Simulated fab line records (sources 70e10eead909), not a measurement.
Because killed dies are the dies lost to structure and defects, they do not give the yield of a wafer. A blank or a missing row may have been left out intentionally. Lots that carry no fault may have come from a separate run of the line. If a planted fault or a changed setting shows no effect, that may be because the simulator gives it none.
fab line records -- flow nandHarc
record: lots: 6, wafers: 18, lastDay: 33
route steps=1302 shown P_M0@282 P_M1@285 END@1302
lots that met no fault: taken from a fault-free run of the same line
startH: the number of hours between the record's first day and the start of the first shown wafer of the lot -- waitH: hours from the lot's prior step to this one -- " as in the row above -- L1.1+2: one row covering several wafers at once -- - no value, or no start was given -- * or withheld: withheld -- < > ~ a bound
route shown NAME@n: NAME is a module with steps in the file, n the number in the route of the first one -- usual: mean and standard deviation over wafers with no fault -- same: alike in all rows -- chamber/n: place in a boat -- sites: the reading at each site -- _std_site: standard deviation of those values -- _edge_site: mean of outer sites minus mean of inner sites -- radiusMm: how far each site lies from the wafer's centre -- mask NAME#n: copy n -- behind: the last tool/chamber to shape the wafer -- hold: why the lot went on hold/how many hours it stayed there/how the hold came to an end -- device: whichever transistor did not switch (one of n, p or np) -- end of line: the route-end tests of the same wafers -- where a step has no rows: the recipe by itself -- killed: dies lost to structure and defects at the first sort, not the wafer's yield -- map: shows each die of a wafer: x if killed, . if not, _ if none is there
set.NAME: the run value of the setting; set.NAME@STEP: its run value at that earlier step -- model.NAME: the simulator's own value behind a step, which no gauge read
certain route steps with their lots: each step a table, each wafer a row
services: when a tool's chamber went out of use (startH, in hours from the record's first day, below 0 if earlier), for how many hours, and the reason
== steps ==
step: NHARC_P_M0_INSPECT_27
usual: rawDefectCount: 287/110
lot.wafer,tool,chamber,startH,waitH,rawDefectCount
L435.1,defectInspect-01,-,167.11,0.0,146
L435.3,defectInspect-01,-,167.11,0.0,306
L435.5,defectInspect-01,-,167.11,0.0,373
L438.2,defectInspect-01,-,190.03,0.0,420
L438.5,defectInspect-01,-,190.03,0.0,280
L438.6,defectInspect-01,-,190.03,0.0,170
L443.2,defectInspect-02,-,253.74,0.0,385
L443.4,defectInspect-02,-,253.74,0.0,449
L443.5,defectInspect-02,-,253.74,0.0,278
L445.2,defectInspect-01,-,270.54,0.0,327
L445.5,defectInspect-01,-,270.54,0.0,404
L445.6,defectInspect-01,-,270.54,0.0,293
L451.2,defectInspect-01,-,323.72,0.0,228
L451.5,defectInspect-01,-,323.72,0.0,169
L451.6,defectInspect-01,-,323.72,0.0,139
L453.3,defectInspect-01,-,344.83,0.0,420
L453.4,defectInspect-01,-,344.83,0.0,404
L453.6,defectInspect-01,-,344.83,0.0,608
step: NHARC_P_M0_PRE_CLEAN_31
recipe: timeS: 12, tempC: 370, rfPowerW: 300, gas: NH3
usual: heaterPowerW: 647/85
lot.wafer,tool,chamber,startH,waitH,heaterPowerW
L435.3,pecvd-03,2,167.19,0.1,732
L435.1,pecvd-03,1,167.19,0.1,497
L435.5,pecvd-03,2,167.19,0.1,715
L438.2,pecvd-01,2,190.11,0.1,782
L438.5,pecvd-01,1,190.11,0.1,545
L438.6,pecvd-01,0,190.11,0.1,732
L443.2,pecvd-03,1,253.82,0.1,482
L443.4,pecvd-03,0,253.82,0.1,779
L443.5,pecvd-03,1,253.82,0.1,480
L445.2,pecvd-03,2,270.62,0.1,632
L445.5,pecvd-03,1,270.62,0.1,461
L445.6,pecvd-03,0,270.62,0.1,736
L451.2,pecvd-03,2,323.80,0.1,627
L451.6,pecvd-03,1,323.80,0.1,543
L451.5,pecvd-03,0,323.80,0.1,763
L453.3,pecvd-02,0,344.99,0.2,580
L453.4,pecvd-02,2,344.99,0.2,647
L453.6,pecvd-02,1,344.99,0.2,625
step: NHARC_P_M0_DEP_32
recipe: targetThkA: 300, tempC: 370, targetThkNm: 30, pressureTorr: 3, flowSccm: 200, rfW: 450, material: SiCN
usual: heaterPowerW: 597/85
lot.wafer,tool,chamber,startH,waitH,heaterPowerW
L435.3,pecvd-03,2,167.26,0.1,641
L435.1,pecvd-03,1,167.26,0.1,484
L435.5,pecvd-03,2,167.26,0.1,648
L438.2,pecvd-01,2,190.22,0.1,595
L438.5,pecvd-01,1,190.22,0.1,546
L438.6,pecvd-01,0,190.22,0.1,657
L443.2,pecvd-03,1,253.93,0.1,503
L443.4,pecvd-03,0,253.93,0.1,649
L443.5,pecvd-03,1,253.93,0.1,496
L445.2,pecvd-03,2,270.73,0.1,640
L445.5,pecvd-03,1,270.73,0.1,500
L445.6,pecvd-03,0,270.73,0.1,617
L451.2,pecvd-03,2,323.91,0.1,614
L451.6,pecvd-03,1,323.91,0.1,471
L451.5,pecvd-03,0,323.91,0.1,739
L453.3,pecvd-02,0,345.10,0.1,623
L453.4,pecvd-02,2,345.10,0.1,506
L453.6,pecvd-02,1,345.10,0.1,612
step: NHARC_P_M1_DEP_00
recipe: targetThkA: 1825, targetThkNm: 182.5, tempC: withheld, pressureTorr: 5, flowSccm: 200, rfW: 600, material: SiOC
step: NHARC_P_M1_DEHYDRATE_01
recipe: tempC: 150, timeS: 120
step: NHARC_P_M1_HMDS_02
recipe: timeS: 30
step: NHARC_P_M1_COAT_34
recipe: tempC: 200, timeS: 65
step: NHARC_P_M1_COAT_03
recipe: spinRpm: 1500, resistThkNm: 90
step: NHARC_P_M1_SOFTBAKE_04
recipe: tempC: 105, timeS: 55
step: NHARC_P_M1_EBR_05
step: NHARC_P_M1_EXPOSE_06
recipe: na: 1.35, targetCdNm: 130, doseMj: 81.88, maskId: P_M1
step: NHARC_P_M1_PEB_07
recipe: pebTempC: 100, pebTimeS: 65
usual: heaterPowerTotalW: 156.7/0.4
lot.wafer,tool,chamber,startH,waitH,heaterPowerTotalW
L435.1,lithoTrack-01,0,168.41,0.1,156.9
L435.3,lithoTrack-01,0,168.41,0.1,157.1
L435.5,lithoTrack-01,0,168.41,0.1,156.6
L438.2,lithoTrack-06,0,191.32,0.1,157.0
L438.5,lithoTrack-06,0,191.32,0.1,156.8
L438.6,lithoTrack-06,0,191.32,0.1,156.7
L443.2,lithoTrack-06,0,255.03,0.1,175.8
L443.4,lithoTrack-06,0,255.03,0.1,175.3
L443.5,lithoTrack-06,0,255.03,0.1,175.6
L445.2,lithoTrack-06,0,271.83,0.1,176.3
L445.5,lithoTrack-06,0,271.83,0.1,176.4
L445.6,lithoTrack-06,0,271.83,0.1,175.0
L451.2,lithoTrack-01,0,324.96,0.1,156.4
L451.5,lithoTrack-01,0,324.96,0.1,157.1
L451.6,lithoTrack-01,0,324.96,0.1,157.0
L453.3,lithoTrack-06,0,346.10,0.0,156.3
L453.4,lithoTrack-06,0,346.10,0.0,157.0
L453.6,lithoTrack-06,0,346.10,0.0,156.5
step: NHARC_P_M1_DEVELOP_08
recipe: developTimeS: 35, devTempC: 23
step: NHARC_P_M1_CD_MEAS_09
recipe: targetCdNm: 130, landingEnergyEv: 500
usual: cdNm: 130.0/0.94
lot.wafer,tool,chamber,startH,waitH,cdNm
L435.1,cdSem-02,0,168.49,-,130.4
L435.3,cdSem-02,0,168.49,-,130.4
L435.5,cdSem-02,0,168.49,-,129.6
L438.2,cdSem-02,0,191.40,-,129.5
L438.5,cdSem-02,0,191.40,-,130.2
L438.6,cdSem-02,0,191.40,-,129.3
L443.2,cdSem-03,0,255.11,-,121.0
L443.4,cdSem-03,0,255.11,-,121.8
L443.5,cdSem-03,0,255.11,-,121.6
L445.2,cdSem-02,0,271.91,-,122.7
L445.5,cdSem-02,0,271.91,-,122.3
L445.6,cdSem-02,0,271.91,-,122.9
L451.2,cdSem-01,0,325.05,-,129.6
L451.5,cdSem-01,0,325.05,-,130.2
L451.6,cdSem-01,0,325.05,-,129.4
L453.3,cdSem-03,0,346.18,-,128.9
L453.4,cdSem-03,0,346.18,-,128.8
L453.6,cdSem-03,0,346.18,-,128.8
step: NHARC_P_M1_OVL_MEAS_10
recipe: pitchNm: 260
usual: overlayXNm: -0.2/0.88, overlayYNm: -0.1/0.85
lot.wafer,tool,chamber,startH,waitH,overlayXNm,overlayYNm
L435.1,overlay-02,-,168.58,-,-0.6,0.3
L435.3,overlay-02,-,168.58,-,-0.5,0.1
L435.5,overlay-02,-,168.58,-,-0.6,0.6
L438.2,overlay-01,-,191.49,-,-0.1,-0.7
L438.5,overlay-01,-,191.49,-,-0.5,-0.4
L438.6,overlay-01,-,191.49,-,0.1,-0.6
L443.2,overlay-01,-,255.20,-,-0.1,0.9
L443.4,overlay-01,-,255.20,-,0.2,1.6
L443.5,overlay-01,-,255.20,-,0.0,1.0
L445.2,overlay-01,-,272.00,-,0.2,1.1
L445.5,overlay-01,-,272.00,-,0.9,0.7
L445.6,overlay-01,-,272.00,-,0.5,1.3
L451.2,overlay-01,-,325.13,-,0.9,-0.9
L451.5,overlay-01,-,325.13,-,1.0,-1.0
L451.6,overlay-01,-,325.13,-,1.1,-1.1
L453.3,overlay-01,-,346.27,-,-1.2,0.5
L453.4,overlay-01,-,346.27,-,-1.3,0.3
L453.6,overlay-01,-,346.27,-,-1.1,0.4
step: NHARC_P_M1_INSPECT_11
usual: rawDefectCount: 5/3.1
lot.wafer,tool,chamber,startH,waitH,rawDefectCount
L435.1,defectInspect-01,-,168.61,0.0,3
L435.3,defectInspect-01,-,168.61,0.0,2
L435.5,defectInspect-01,-,168.61,0.0,1
L438.2,defectInspect-01,-,191.53,0.0,9
L438.5,defectInspect-01,-,191.53,0.0,12
L438.6,defectInspect-01,-,191.53,0.0,6
L443.2,defectInspect-02,-,255.24,0.0,1
L443.4,defectInspect-02,-,255.24,0.0,4
L443.5,defectInspect-02,-,255.24,0.0,4
L445.2,defectInspect-01,-,272.04,0.0,6
L445.5,defectInspect-01,-,272.04,0.0,3
L445.6,defectInspect-01,-,272.04,0.0,4
L451.2,defectInspect-02,-,325.17,0.0,5
L451.5,defectInspect-02,-,325.17,0.0,4
L451.6,defectInspect-02,-,325.17,0.0,1
L453.3,defectInspect-02,-,346.30,0.0,3
L453.4,defectInspect-02,-,346.30,0.0,2
L453.6,defectInspect-02,-,346.30,0.0,3
step: NHARC_P_M1_DESCUM_14
recipe: timeS: 3, o2FlowSccm: 200, arFlowSccm: 0, biasPowerW: 0, chemistry: O2
usual: drypumpMotorCurrentA: 5.6/0.49, o2FlowSccm: 200.0/0.54, oesProductAu: 1.002/0.013, rfVppV: 57.8/0.84, showerheadPlenumPTorr: 1.94/0.082, throttleValvePct: 11.312/0.0096
lot.wafer,tool,chamber,startH,waitH,drypumpMotorCurrentA,o2FlowSccm,oesProductAu,rfHoursCounterH,rfVppV,showerheadPlenumPTorr,throttleValvePct,model.P_M1.cdNm
L435.1,rieDiel-06,2,168.67,0.1,6.7,200.0,0.992,2,58.1,1.83,11.306,130.3
L435.3,rieDiel-06,0,168.67,0.1,5.9,200.2,1.004,3,57.9,1.95,11.293,130
L435.5,rieDiel-06,1,168.67,0.1,5.7,200.4,1.004,-,56.8,2.00,11.317,129.7
L438.2,rieDiel-03,2,191.59,0.1,5.2,201.7,0.999,7,58.9,2.04,11.291,130.3
L438.6,rieDiel-03,2,191.59,0.1,5.2,200.6,1.006,-,57.7,2.04,11.328,130.1
L438.5,rieDiel-03,3,191.59,0.1,5.4,199.7,0.987,-,58.2,1.99,11.316,130.4
L443.2,rieDiel-03,1,255.30,0.1,5.0,199.5,1.016,11,58.8,1.87,11.306,120.8
L443.4,rieDiel-03,0,255.30,0.1,5.9,200.6,0.996,10,57.1,2.00,11.327,121.4
L443.5,rieDiel-03,1,255.30,0.1,5.0,199.6,1.010,-,56.7,1.87,11.338,122
L445.2,rieDiel-03,0,272.12,0.1,5.9,200.6,1.002,11,58.0,2.00,11.317,122.4
L445.6,rieDiel-03,1,272.12,0.1,5.0,199.2,1.021,-,58.4,1.87,11.321,122.2
L445.5,rieDiel-03,2,272.12,0.1,5.2,199.7,1.011,-,57.5,2.03,11.307,122.4
L451.2,rieDiel-06,3,325.25,0.1,5.9,199.5,0.990,0,57.2,1.89,11.298,128.4
L451.5,rieDiel-06,1,325.25,0.1,5.6,200.2,0.976,-,58.0,2.00,11.319,129.3
L451.6,rieDiel-06,2,325.25,0.1,6.7,199.9,0.984,-,58.5,1.82,11.315,129.8
L453.3,rieDiel-03,3,346.36,0.1,5.4,200.3,0.985,3,57.7,1.98,11.318,128.8
L453.4,rieDiel-03,3,346.36,0.1,5.4,200.1,0.989,-,58.6,1.98,11.301,129.4
L453.6,rieDiel-03,2,346.36,0.1,5.2,199.2,1.019,-,59.1,2.03,11.308,128.3
step: NHARC_P_M1_ETCH_35
recipe: targetDepthA: 400, overetchA: 120, timeS: 43.94, ionEnergyEv: 200, n2FlowSccm: 150, h2FlowSccm: 150, arFlowSccm: 0, rfW: 400, biasW: 150, chemistry: N2/H2
usual: biasW: 150.0/0.42, drypumpMotorCurrentA: 5.6/0.49, h2FlowSccm: 150.0/0.46, oesProductAu: 1.001/0.013, rfVppV: 431.3/2.6, showerheadPlenumPTorr: 2.07/0.09, throttleValvePct: 14.171/0.0095
lot.wafer,tool,chamber,startH,waitH,biasW,drypumpMotorCurrentA,h2FlowSccm,oesProductAu,rfHoursCounterH,rfVppV,showerheadPlenumPTorr,throttleValvePct
L435.3,rieDiel-06,2,168.78,0.1,149.5,6.7,150.0,0.985,2,428.3,1.95,14.172
L435.1,rieDiel-06,0,168.78,0.1,150.0,5.8,150.4,0.999,3,431.1,2.08,14.150
L435.5,rieDiel-06,0,168.78,0.1,149.9,5.9,150.1,0.997,-,431.6,2.08,14.190
L438.2,rieDiel-03,2,191.69,0.1,149.8,5.2,150.6,0.995,7,433.5,2.17,14.176
L438.6,rieDiel-03,3,191.69,0.1,150.2,5.4,149.5,0.981,-,433.0,2.12,14.173
L438.5,rieDiel-03,0,191.69,0.1,149.9,5.9,150.4,0.995,-,433.2,2.13,14.181
L443.4,rieDiel-03,3,255.38,0.1,150.2,5.4,149.9,0.995,10,432.5,2.12,14.171
L443.2,rieDiel-03,1,255.38,0.1,149.6,5.0,150.1,1.017,11,427.9,1.99,14.177
L443.5,rieDiel-03,0,255.38,0.1,150.3,5.9,150.9,0.999,-,433.4,2.13,14.155
L445.2,rieDiel-03,2,272.21,0.1,150.1,5.2,150.1,1.010,11,433.8,2.17,14.185
L445.5,rieDiel-03,2,272.21,0.1,150.2,5.2,149.8,1.010,-,434.4,2.17,14.169
L445.6,rieDiel-03,0,272.21,0.1,150.3,5.9,150.5,0.996,-,432.4,2.13,14.177
L451.2,rieDiel-06,3,325.32,0.1,149.5,5.9,150.6,0.982,0,429.9,2.01,14.167
L451.5,rieDiel-06,3,325.32,0.1,150.3,5.9,149.8,0.980,-,431.4,2.01,14.166
L451.6,rieDiel-06,0,325.32,0.1,149.4,5.9,149.2,0.973,-,431.9,2.08,14.178
L453.3,rieDiel-03,1,346.47,0.1,150.4,5.0,149.6,1.002,4,429.9,1.99,14.184
L453.6,rieDiel-03,1,346.47,0.1,149.9,5.0,149.8,0.998,-,429.9,1.99,14.167
L453.4,rieDiel-03,2,346.47,0.1,149.4,5.2,150.5,1.004,-,434.1,2.17,14.178
step: NHARC_P_M1_ETCH_15
recipe: targetDepthA: 1825, timeS: 91.2, c4f8FlowSccm: withheld, arFlowSccm: 400, rfW: 600, biasW: 300, chemistry: C4F8/Ar
usual: biasW: 300.0/0.9, oesProductAu: 0.957/0.021, rfVppV: 441.8/2.7
lot.wafer,tool,chamber,startH,waitH,biasW,oesProductAu,rfHoursCounterH,rfVppV
L435.1,rieDiel-06,0,-,-,299.8,0.950,3,442.9
L435.3,rieDiel-06,1,-,-,299.6,0.956,3,443.9
L435.5,rieDiel-06,0,-,-,300.0,0.963,-,442.4
L438.2,rieDiel-03,3,-,-,302.1,0.901,7,443.8
L438.5,rieDiel-03,0,-,-,300.7,0.920,-,443.8
L438.6,rieDiel-03,1,-,-,299.9,0.938,-,439.7
L443.2,rieDiel-03,2,-,-,300.2,0.966,11,445.3
L443.4,rieDiel-03,3,-,-,299.9,0.977,10,442.3
L443.5,rieDiel-03,1,-,-,300.9,0.974,-,439.5
L445.2,rieDiel-03,2,-,-,300.3,0.930,11,443.6
L445.6,rieDiel-03,0,-,-,300.4,0.935,-,444.2
L445.5,rieDiel-03,1,-,-,301.2,0.941,-,440.1
L451.2,rieDiel-06,3,-,-,300.4,0.973,0,439.2
L451.5,rieDiel-06,1,-,-,298.6,0.959,-,442.2
L451.6,rieDiel-06,2,-,-,300.6,0.962,-,438.4
L453.3,rieDiel-03,3,-,-,300.6,0.940,3,443.5
L453.6,rieDiel-03,2,-,-,299.5,0.960,-,444.8
L453.4,rieDiel-03,3,-,-,299.6,0.945,-,442.3
step: NHARC_P_M1_CD_MEAS_16
usual: cdNm: 129.9/1.2
lot.wafer,tool,chamber,startH,waitH,cdNm
L435.1,cdSem-01,-,169.02,-,129.9
L435.3,cdSem-01,-,169.02,-,130.4
L435.5,cdSem-01,-,169.02,-,130.0
L438.2,cdSem-01,-,191.89,-,131.1
L438.5,cdSem-01,-,191.89,-,130.3
L438.6,cdSem-01,-,191.89,-,129.9
L443.2,cdSem-03,-,255.61,-,121.0
L443.4,cdSem-03,-,255.61,-,121.6
L443.5,cdSem-03,-,255.61,-,122.6
L445.2,cdSem-01,-,272.45,-,123.1
L445.5,cdSem-01,-,272.45,-,123.4
L445.6,cdSem-01,-,272.45,-,121.6
L451.2,cdSem-01,-,325.54,-,129.8
L451.5,cdSem-01,-,325.54,-,130.9
L451.6,cdSem-01,-,325.54,-,129.3
L453.3,cdSem-03,-,346.72,-,127.8
L453.4,cdSem-03,-,346.72,-,129.7
L453.6,cdSem-03,-,346.72,-,127.6
step: NHARC_P_M1_STRIP_18
recipe: powerW: 1000, n2FlowSccm: 150, h2FlowSccm: 150, arFlowSccm: 0, biasW: 0, chemistry: N2/H2
usual: drypumpMotorCurrentA: 5.7/0.48, h2FlowSccm: 150.0/0.52, oesProductAu: 0.999/0.012, rfVppV: 90.9/0.88, showerheadPlenumPTorr: 2.07/0.078, throttleValvePct: 14.171/0.0091
same: biasW: 0
lot.wafer,tool,chamber,startH,waitH,drypumpMotorCurrentA,h2FlowSccm,oesProductAu,rfHoursCounterH,rfVppV,showerheadPlenumPTorr,throttleValvePct
L435.3,rieDiel-06,2,169.13,0.1,6.7,149.4,0.989,2,91.0,1.95,14.175
L435.1,rieDiel-06,0,169.13,0.1,5.9,150.5,0.993,3,90.6,2.08,14.164
L435.5,rieDiel-06,0,169.13,0.1,5.9,150.5,0.998,-,89.0,2.08,14.171
L438.2,rieDiel-12,2,191.99,0.1,5.6,149.4,0.990,29,90.2,2.11,14.170
L438.6,rieDiel-12,1,191.99,0.1,5.2,149.6,1.021,-,88.5,1.89,14.173
L438.5,rieDiel-12,2,191.99,0.1,5.7,149.6,1.001,-,89.7,2.11,14.169
L443.4,rieDiel-06,3,255.68,0.1,5.9,150.3,0.995,7,90.2,2.01,14.159
L443.2,rieDiel-06,2,255.68,0.1,6.7,151.0,0.993,10,89.6,1.94,14.168
L443.5,rieDiel-06,3,255.68,0.1,5.9,150.3,0.996,-,90.8,2.01,14.174
L445.2,rieDiel-06,1,272.52,0.1,5.7,150.6,1.004,12,91.9,2.14,14.181
L445.6,rieDiel-06,1,272.52,0.1,5.7,150.0,0.992,-,92.2,2.14,14.168
L445.5,rieDiel-06,2,272.52,0.1,6.7,150.6,0.979,-,91.2,1.94,14.173
L451.2,rieDiel-03,3,325.61,0.1,5.4,150.2,0.980,1,91.9,2.12,14.187
L451.5,rieDiel-03,3,325.61,0.1,5.4,150.2,0.982,-,91.0,2.12,14.166
L451.6,rieDiel-03,0,325.61,0.1,5.9,149.7,1.012,-,90.9,2.13,14.168
L453.3,rieDiel-06,1,346.79,0.1,5.7,150.7,0.981,2,89.2,2.13,14.172
L453.4,rieDiel-06,3,346.79,0.1,5.9,150.0,0.992,3,90.9,2.01,14.188
L453.6,rieDiel-06,1,346.79,0.1,5.7,150.2,0.983,-,91.1,2.13,14.183
step: NHARC_P_M1_ETCH_28
recipe: targetDepthA: 300, overEtchFrac: 0.3, timeS: 72.99, ionEnergyEv: 150, cf4FlowSccm: 50, n2FlowSccm: 100, arFlowSccm: 150, rfW: 300, biasW: 100, chemistry: CF4/N2
usual: biasW: 99.99/0.29, drypumpMotorCurrentA: 5.7/0.49, oesProductAu: 0.998/0.012, rfVppV: 315.0/1.8, showerheadPlenumPTorr: 2.67/0.094, throttleValvePct: 19.795/0.0088
lot.wafer,tool,chamber,startH,waitH,biasW,drypumpMotorCurrentA,oesProductAu,rfHoursCounterH,rfVppV,showerheadPlenumPTorr,throttleValvePct,model.P_M1.cdNm
L435.3,rieDiel-06,1,-,-,100.31,5.7,1.003,3,316.9,2.74,19.803,129.5
L435.1,rieDiel-06,0,-,-,100.06,5.9,0.994,3,316.2,2.67,19.794,130.3
L435.5,rieDiel-06,1,-,-,99.73,5.7,1.000,-,315.8,2.74,19.796,129.8
L438.2,rieDiel-12,0,-,-,99.97,6.0,0.981,28,318.2,2.81,19.786,131.7
L438.5,rieDiel-12,1,-,-,100.09,5.2,1.014,-,312.2,2.44,19.782,130.7
L438.6,rieDiel-12,2,-,-,100.03,5.7,0.991,-,317.6,2.71,19.786,130.8
L443.2,rieDiel-06,0,-,-,100.02,5.9,1.007,11,315.2,2.67,19.788,120.2
L443.4,rieDiel-06,1,-,-,100.16,5.7,1.007,11,316.7,2.74,19.788,120.6
L443.5,rieDiel-06,3,-,-,100.19,5.9,1.005,-,312.4,2.59,19.822,121.5
L445.2,rieDiel-06,1,-,-,100.19,5.7,1.001,12,315.6,2.74,19.797,122.1
L445.6,rieDiel-06,2,-,-,99.99,6.7,0.980,-,311.9,2.51,19.782,121.6
L445.5,rieDiel-06,3,-,-,100.10,5.9,1.000,-,314.4,2.60,19.812,123
L451.2,rieDiel-03,1,-,-,99.79,5.0,0.994,2,314.3,2.56,19.787,129.9
L451.6,rieDiel-03,3,-,-,100.59,5.4,0.997,-,315.8,2.72,19.796,128.9
L451.5,rieDiel-03,0,-,-,100.15,6.0,1.028,-,317.9,2.73,19.800,130.5
L453.4,rieDiel-06,2,-,-,99.94,6.7,0.981,2,313.5,2.51,19.796,127.9
L453.3,rieDiel-06,3,-,-,100.18,5.9,0.985,3,314.0,2.59,19.786,128
L453.6,rieDiel-06,0,-,-,100.02,5.9,0.986,-,315.3,2.67,19.793,128.5
step: NHARC_P_M1_STRIP_19
recipe: timeS: 600, tempC: 30, chemistry: postEtchResidueRemover
step: NHARC_END_SORT_01
recipe: tempC: 25
usual: defectLimitedYield: 90.5/2.4, killedAtArray: 59/16, killedAtOther: 0.7/1.1, killedAtPeriphery: 4/3, killedDies: 64/16, killedOpen: 3.4/1.8, killedShort: 2.6/1.7
same: grossDies: 677
lot.wafer,tool,chamber,startH,waitH,defectLimitedYield[%],killedAtArray,killedAtOther,killedAtPeriphery,killedDies,killedOpen,killedShort
L438.2,prober-01,0,639.77,2.8,89.7,62,0,8,70,5,0
L438.5,prober-01,0,642.20,3.7,88.3,69,0,10,79,2,1
L438.6,prober-01,0,643.01,4.0,86.9,81,0,8,89,2,7
killed by level:class
L438.2 A_CHANNEL_HOLE_D1:chamberFilmFlake=28 A_CHANNEL_HOLE_D2:chamberFilmFlake=12 A_CONTACT:chamberFilmFlake=8 A_STAIRCASE:chamberFilmFlake=4 P_STI:chamberFilmFlake=3 P_CONTACT:geometricParticle:open=2 P_GATE:chamberFilmFlake=2 A_CHANNEL_FILL_D2:chamberFilmFlake=2
L438.5 A_CHANNEL_HOLE_D1:chamberFilmFlake=37 A_CONTACT:chamberFilmFlake=11 A_CHANNEL_HOLE_D2:chamberFilmFlake=7 P_STI:chamberFilmFlake=5 P_M2:chamberFilmFlake=4 A_STAIRCASE:chamberFilmFlake=4 A_WL_FILL:chamberFilmFlake=4 A_SLIT:chamberFilmFlake=2
L438.6 A_CHANNEL_HOLE_D1:chamberFilmFlake=35 A_CHANNEL_HOLE_D2:chamberFilmFlake=14 A_CONTACT:chamberFilmFlake=13 A_WL_FILL:chamberFilmFlake=8 P_STI:chamberFilmFlake=4 A_STAIRCASE:chamberFilmFlake=4 A_WL_FILL:geometricParticle:short=2 P_CONTACT:geometricParticle:short=1
== services ==
tool,chamber,startH,hours,kind
rieDiel-12,2,147.36,13.4,repair
rieDiel-06,2,150.80,9.8,repair
lithoTrack-01,-,155.00,7.0,pm
rieDiel-06,3,158.73,35.5,repair
pecvd-01,-,158.85,11.0,repair
pecvd-02,2,170.46,19.1,repair
rieDiel-06,2,177.92,1.8,repair
rieDiel-12,2,178.74,2.1,repair
lithoTrack-06,-,179.00,7.0,pm
pecvd-03,-,185.00,13.0,pm
pecvd-02,1,188.41,27.7,repair
rieDiel-03,3,191.86,1.6,repair
rieDiel-03,1,194.16,2.6,repair
pecvd-03,-,220.38,0.5,repair
rieDiel-03,-,243.59,0.1,repair
rieDiel-03,-,254.66,0.1,repair
rieDiel-03,3,266.46,11.2,repair
rieDiel-03,-,281.30,9.0,pm
pecvd-03,2,287.08,8.3,repair
rieDiel-06,3,291.71,6.7,repair
rieDiel-03,3,304.22,4.9,repair
rieDiel-03,-,306.85,1.1,repair
rieDiel-06,-,307.21,9.0,pm
rieDiel-03,0,344.85,2.5,repair
== key ==
firstSign: step: NHARC_P_M1_PEB_07, reading: heaterPowerTotalW, direction: up, sigmas: 47, usual: *, struck: *
effect: step: NHARC_P_M1_CD_MEAS_09, reading: cdNm, direction: down, sigmas: 8.5, usual: 130.0, struck: 122.0, through: controlLoop
effect: step: NHARC_P_M1_CD_MEAS_16, reading: cdNm, direction: down, sigmas: 6.5, usual: 129.9, struck: 122.2, through: controlLoop
modelEffect: step: NHARC_P_M1_DESCUM_14, value: P_M1.cdNm, without: 129.1, struck: 121.9
modelEffect: step: NHARC_P_M1_ETCH_28, value: P_M1.cdNm, without: 128.7, struck: 121.5
metAt NHARC_P_M1_PEB_07
struckWafers L443.2,L443.4,L443.5,L445.2,L445.5,L445.6
loopTrim: step: NHARC_P_M1_EXPOSE_06, setting: dose, lots: L445
onsetBetween 191.32 255.03
fault: kind: processParameterDrift, tool: lithoTrack-06, chamber: -, onsetH: 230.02, steps: NHARC_P_M1_PEB_07, channel: pebTimeS, offset: *, shape: step, endH: 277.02, actsIn: *, stated: *
loopTrim: a control loop set the setting to another value than it would have without faults
